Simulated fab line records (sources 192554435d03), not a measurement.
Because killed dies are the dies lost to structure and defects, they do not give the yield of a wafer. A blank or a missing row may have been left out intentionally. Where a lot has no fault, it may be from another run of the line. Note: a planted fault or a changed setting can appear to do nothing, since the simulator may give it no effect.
Split-lot experiment | flow n5 finfet | on a route of 1938 steps: 7 lots, 39 wafers read

## ON THE SPLIT
At N5_BEOL_M0_SAQP_PECVD_04 (deposits a-Si from SiH4/He, target thk 60 nm, time 60.2 s), the setting time s was moved away from the recipe's 60.2 s on 9 of the 39 wafers read, by -47.1% to +47.9%. This setting was run at the recipe's value on the other wafers.

## FROM THE SPLIT TO THE READING: what the file shows between them, 5 steps
- N5_BEOL_M0_SAQP_THK_MEAS_05
- N5_BEOL_M0_SAQP_HM_DEP_111: deposits SiO2 from SiH4/N2O, target thk 12 nm, time 7.2 s
- N5_BEOL_M0_SAQP_COAT_81: time 60 s, resist thk 100 nm
- N5_BEOL_M0_SAQP_HM_OPEN_112: chemistry CHF3/O2, target SiO2, stops on a-Si, target depth 12 nm, time 13.5 s
- N5_BEOL_M0_SAQP_STRIP_113: strips in CHF3/O2

## THE READING
oes product au, in a.u., at N5_BEOL_M0_SAQP_MANDREL_ETCH_20 (etches a-Si in HBr/Cl2, stops on SiNx, target depth 60 nm, bt time 10 s, time 30 s). Typical for fault-free wafers on this fab line: 0.773 a.u., with standard deviation 0.013 a.u.

wafer  | tool, chamber at the split | time s as run, s | against the recipe | oes product au, a.u. | against lot-mates on the recipe
L080.1 | pecvd-01, 0,1              | 60.2             | recipe             | 0.759                | -
L080.2 | pecvd-01, 0,1              | 60.2             | recipe             | 0.777                | -
L080.3 | pecvd-01, 2                | 60.2             | recipe             | 0.784                | -
L080.4 | pecvd-01, 2                | 60.2             | recipe             | 0.775                | -
L080.5 | pecvd-01, 1                | 60.2             | recipe             | 0.756                | -
L080.6 | pecvd-01, 0                | 60.2             | recipe             | 0.798                | -
L083.1 | pecvd-01, 0                | 89.06            | +47.9%             | 0.969                | +0.187
L083.2 | pecvd-01, 2                | 60.2             | recipe             | 0.772                | -
L083.3 | pecvd-01, 1                | 60.2             | recipe             | 0.791                | -
L083.4 | pecvd-01, 0                | 60.2             | recipe             | 0.783                | -
L083.5 | pecvd-01, 2                | 89.06            | +47.9%             | 1.011                | +0.229
L083.6 | pecvd-01, 1                | 89.06            | +47.9%             | 0.963                | +0.181
L089.1 | pecvd-02, 1                | 60.2             | recipe             | 0.768                | -
L089.2 | pecvd-02, 0,2,1            | 60.2             | recipe             | 0.770                | -
L089.3 | pecvd-02, 0,2,1            | 60.2             | recipe             | 0.758                | -
L089.4 | pecvd-02, 0,2,1            | 60.2             | recipe             | 0.760                | -
L089.5 | pecvd-02, 2                | 60.2             | recipe             | 0.779                | -
L089.6 | pecvd-02, 0                | 60.2             | recipe             | 0.785                | -
L090.1 | pecvd-01, 2                | 41.54            | -31.0%             | 0.640                | -0.128
L090.2 | pecvd-01, 1                | 60.2             | recipe             | 0.752                | -
L090.3 | pecvd-01, 0                | 60.2             | recipe             | 0.791                | -
L090.4 | pecvd-01, 1                | 60.2             | recipe             | 0.762                | -
L090.5 | pecvd-01, 0                | 41.54            | -31.0%             | 0.613                | -0.155
L090.6 | pecvd-01, 2                | 41.54            | -31.0%             | 0.632                | -0.136
L091.2 | pecvd-04, 0                | 60.2             | recipe             | 0.787                | -
L091.4 | pecvd-04, 2                | 60.2             | recipe             | 0.775                | -
L091.6 | pecvd-04, 0                | 60.2             | recipe             | 0.767                | -
L092.1 | pecvd-04, 1,0              | 60.2             | recipe             | 0.774                | -
L092.2 | pecvd-04, 0                | 60.2             | recipe             | 0.764                | -
L092.3 | pecvd-04, 2                | 60.2             | recipe             | 0.775                | -
L092.4 | pecvd-04, 2                | 60.2             | recipe             | 0.781                | -
L092.5 | pecvd-04, 1                | 60.2             | recipe             | 0.768                | -
L092.6 | pecvd-04, 1,0              | 60.2             | recipe             | 0.793                | -
L094.1 | pecvd-01, 2                | 31.84            | -47.1%             | 0.560                | -0.206
L094.2 | pecvd-01, 1                | 60.2             | recipe             | 0.750                | -
L094.3 | pecvd-01, 0                | 31.84            | -47.1%             | 0.563                | -0.203
L094.4 | pecvd-01, 0                | 60.2             | recipe             | 0.778                | -
L094.5 | pecvd-01, 1                | 31.84            | -47.1%             | 0.570                | -0.196
L094.6 | pecvd-01, 2                | 60.2             | recipe             | 0.769                | -
Rows listing several chambers each stand for several wafers; the file does not say which wafer went through which chamber.

FIT RESULTS
A straight line over all 39 wafers: oes product au changes by +0.00443 a.u. for each +1% of time s; r = +0.99; the points scatter about the line by 0.013 a.u.
The same after taking each lot's own level away (the mean of its wafers on the recipe; 39 wafers): +0.00426 a.u. for each +1%; r = +0.99; scatter 0.013 a.u.
The reading moves by 0.2 a.u. for the largest change in time s, on that fit.
The lots' own levels span 0.7657 to 0.7820 a.u., that is 1.3 times the standard deviation above.
Hence the lot-to-lot level has little effect on the slope; both slopes agree.
Check: for one of the wafers moved furthest among these (+47.9%), held out of the fit, the line's prediction against its lot-mates is +0.207 a.u. It came out at +0.187 a.u. against them.

## THE WHOLE CHAIN: every reading that the file lists as answering this split, in the file's order
step                            | what it does                                                                       | reading                                                                               | change (the file's fit)                   | r (the file's)
N5_BEOL_M0_SAQP_PECVD_04        | deposits a-Si from SiH4/He, target thk 60 nm, time 60.2 s                          | a-Si_of_BEOL_M0_SAQP_PECVD_04.thk nm (the simulator's own value, which no gauge read) | +0.603 nm for each +1% of the setting     | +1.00
N5_BEOL_M0_SAQP_THK_MEAS_05     |                                                                                    | thk nm                                                                                | withheld for each +1% of the setting      | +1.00
N5_BEOL_M0_SAQP_MANDREL_ETCH_20 | etches a-Si in HBr/Cl2, stops on SiNx, target depth 60 nm, bt time 10 s, time 30 s | oes product au                                                                        | +0.00426 a.u. for each +1% of the setting | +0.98
N5_BEOL_M0_SAQP_MANDREL_ETCH_20 | etches a-Si in HBr/Cl2, stops on SiNx, target depth 60 nm, bt time 10 s, time 30 s | etch.depth nm (the simulator's own value, which no gauge read)                        | +0.602 nm for each +1% of the setting     | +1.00

## FILE'S OWN FIT
oes product au changes by +0.00426 a.u. for each +1% of time s, r = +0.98.
